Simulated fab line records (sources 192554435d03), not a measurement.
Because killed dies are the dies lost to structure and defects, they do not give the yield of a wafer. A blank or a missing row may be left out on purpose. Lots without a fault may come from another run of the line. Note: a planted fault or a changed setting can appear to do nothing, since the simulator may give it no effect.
Chamber matching ; flow n5_finfet ; pecvd-03 running N5_BEOL_M0_SAQP_PECVD_00: 3 sister chambers
The step deposits SiCN from 3MS/NH3, target thk 8 nm, time 14 s. 3 wafers are shown with their chamber, then 7 later ones without.

## WAFERS WITH THEIR CHAMBER
wafer;chamber;showerhead_plenum_p_Torr (Torr)
L329.4;1;3.675
L330.2;2;3.662
L332.5;0;3.639

## WAFERS MISSING THEIR CHAMBER
wafer;showerhead_plenum_p_Torr (Torr)
L332.6;3.677
L333.1;3.640
L333.3;3.654
L333.4;3.657
L334.1;3.655
L334.2;3.677
L334.3;3.652

## THE CHAMBER EACH PASSED THROUGH
wafer;from the rows above;in truth
L332.6;1;1
L333.1;0;0
L333.3;can't be placed: 2 or 0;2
L333.4;2;2
L334.1;can't be placed: 2 or 0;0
L334.2;1;1
L334.3;can't be placed: 2 or 0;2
Placed correctly: 4 of 7. Unplaceable from these rows: 3, with the true chamber sitting among the candidates in 3. 0 placed wrongly.
How it was worked out, from the rows above alone: a wafer's distance from a chamber is the root of the sum, over the readings, of the square of ((its reading less the chamber's mean) divided by the reading's scatter). The wafer belongs to the nearest chamber; if the next one is less than 2 further off, it can't be placed. For every chamber, the mean is computed from those of its wafers that are shown. The scatter: root of mean squared gap, hidden wafer to nearest shown wafer, with one shown wafer a chamber.
